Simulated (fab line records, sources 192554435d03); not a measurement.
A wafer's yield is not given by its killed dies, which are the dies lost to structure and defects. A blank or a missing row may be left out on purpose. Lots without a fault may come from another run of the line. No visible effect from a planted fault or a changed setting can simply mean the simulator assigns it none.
Comparing a struck lot with a sound one	flow n5 finfet	36 out of 1938 route steps
Sound: these wafers, L815.1, L815.3, L815.5. Struck: wafers L806.1, L806.3, L806.5. The cause comes at the end.
Each step with rows lists, per side, the tool, then ch with its chambers, then its first start. Under that, the readings that differ: sound wafers	struck wafers	difference of the means	sigmas: that difference in standard deviations of wafers without a fault.
alike: same words and numbers on both sides, and readings whose means sit less than 2 such deviations apart. not compared: any withheld reading, any reading some wafer has no value for, any bound like >300 that may hide the same value, and any number with overlapping values for which the record gives no deviation.
Wherever a step has rows on one side only, a row that says differs or no value, or a row with sigmas, the two part there. Non-overlapping numbers with no deviation appear without sigmas and do not part them. A reading that every wafer of one side lacks parts them only if that side has two wafers or more.

first, 9 steps without rows for these wafers: N5_BEOL_M4_ANNEAL_95 (time 240 s); N5_BEOL_M4_SPUTTER_96 (material Cu, target thk 4.5 nm, time 8.29 s); N5_BEOL_M4_ECD_50 (material Cu, target thk 300 nm); N5_BEOL_M4_ANNEAL_51 (time 90 s); N5_BEOL_M4_CMP_52 (polishes, stops on SiOC, t overpolish 6.8 s, target thk 40 nm); N5_BEOL_M4_PRE_CLEAN_60 (time 15 s); N5_BEOL_M4_CO_CAP_55 (material Co, precursor CCTBA/H2, target thk 2 nm, time 102.1 s); N5_BEOL_M4_PRE_CLEAN_56 (time 15 s); N5_BEOL_M4_DEP_57 (deposits SiCN from 3MS/NH3, target thk 8 nm, time 14 s).
N5_BEOL_M4_RC_MEAS_101:
  sound on prober-02 ch 0, day 13 22:58; struck on prober-02 ch 0, day 11 16:56
reading	sound	struck	difference	sigmas
DIBL_N (mV/V)	34.6 34.8 34.5	38.4 37.3 37.7	+3.2	+2
SS_N (mV/dec)	71.1 71.1 71.5	72.1 72.0 72.8	+1.1	+2
SS_P (mV/dec)	72.1 72.6 72.2	74.2 73.6 73.3	+1.4	+3
  alike: DIBL_P, IOFF_N, IOFF_P, ION_N, ION_P, VT_N, VT_P
then, 24 steps without rows for these wafers: N5_BEOL_M5_ILD_DEP_00 (deposits SiCOH lowk from DEMS/porogen, target thk 140.64 nm, time 25.9 s); N5_BEOL_M5_CURE_79 (cures SiCOH lowk, time 240 s); N5_BEOL_M5_PECVD_70 (deposits SiO2 from TEOS/O2, target thk 16 nm, time 18 s); N5_BEOL_M5_HM_DEP_02 (deposits TiN, target thk 20 nm); N5_BEOL_M5_COAT_59 (time 60 s, resist thk 60 nm); N5_BEOL_M5_COAT_60 (time 60 s, resist thk 12 nm); N5_BEOL_M5_COAT_71 (time 60 s, resist thk 5 nm); N5_BEOL_M5_COAT_05 (resist thk 30 nm); N5_BEOL_M5_EBR_07; N5_BEOL_M5_SOFTBAKE_06 (time 60 s); N5_BEOL_M5_EXPOSE_08 (exposes mask M5, target cd 28 nm); N5_BEOL_M5_PEB_09 (peb time 60 s); N5_BEOL_M5_DEVELOP_10 (develop time 30 s); N5_BEOL_M5_DESCUM_16 (chemistry O2, time 7 s); N5_BEOL_M5_ETCH_72 (etches underlayer in N2/H2, target depth 6.5 nm, time 5.2 s); N5_BEOL_M5_ETCH_61 (etches SiARC in CF4, target depth 15.6 nm, time 26 s); N5_BEOL_M5_ETCH_62 (etches SOC in N2/H2, target depth 75 nm, overetch 15 nm, time 112.5 s); N5_BEOL_M5_STRIP_63 (strips in N2/H2); N5_BEOL_M5_STRIP_73 (strips in N2/H2); N5_BEOL_M5_STRIP_64 (strips in CF4); N5_BEOL_M5_HM_OPEN_17 (chemistry Cl2/BCl3, target TiN, target depth 20 nm, overetch 6 nm); N5_BEOL_M5_STRIP_19 (strips in O2); N5_BEOL_M5_COAT_65 (time 60 s, resist thk 60 nm); N5_BEOL_M5_COAT_66 (time 60 s, resist thk 12 nm).
-- record jumps: 4 days separate the struck wafers' starts on either side; left off in module BEOL_M5, taken up again in module MIM_TOP, whose first shown step is the route's number 1838 --
N5_MIM_TOP_SPUTTER_03: material TiN, target thk 35 nm, time 89.7 s.
  struck on pvd sputter-03, day 15 21:58; sound on pvd sputter-01, day 17 22:28
  no value came back on the struck wafers for cathode dc power W (W), chamber pressure pa (Pa), throttle valve pct (%); on the sound wafers cathode dc power W (W) reads 2999.6 2999.9 2999.2
N5_PASSIVATION_PROBE_49:
  record: rows for the struck wafers here (prober-01, day 16 09:22), none for the sound ones

## WHERE THEY PART
At N5_BEOL_M4_RC_MEAS_101 first; at N5_PASSIVATION_PROBE_49 last (within this record only).

WHY: the cause the simulator had injected
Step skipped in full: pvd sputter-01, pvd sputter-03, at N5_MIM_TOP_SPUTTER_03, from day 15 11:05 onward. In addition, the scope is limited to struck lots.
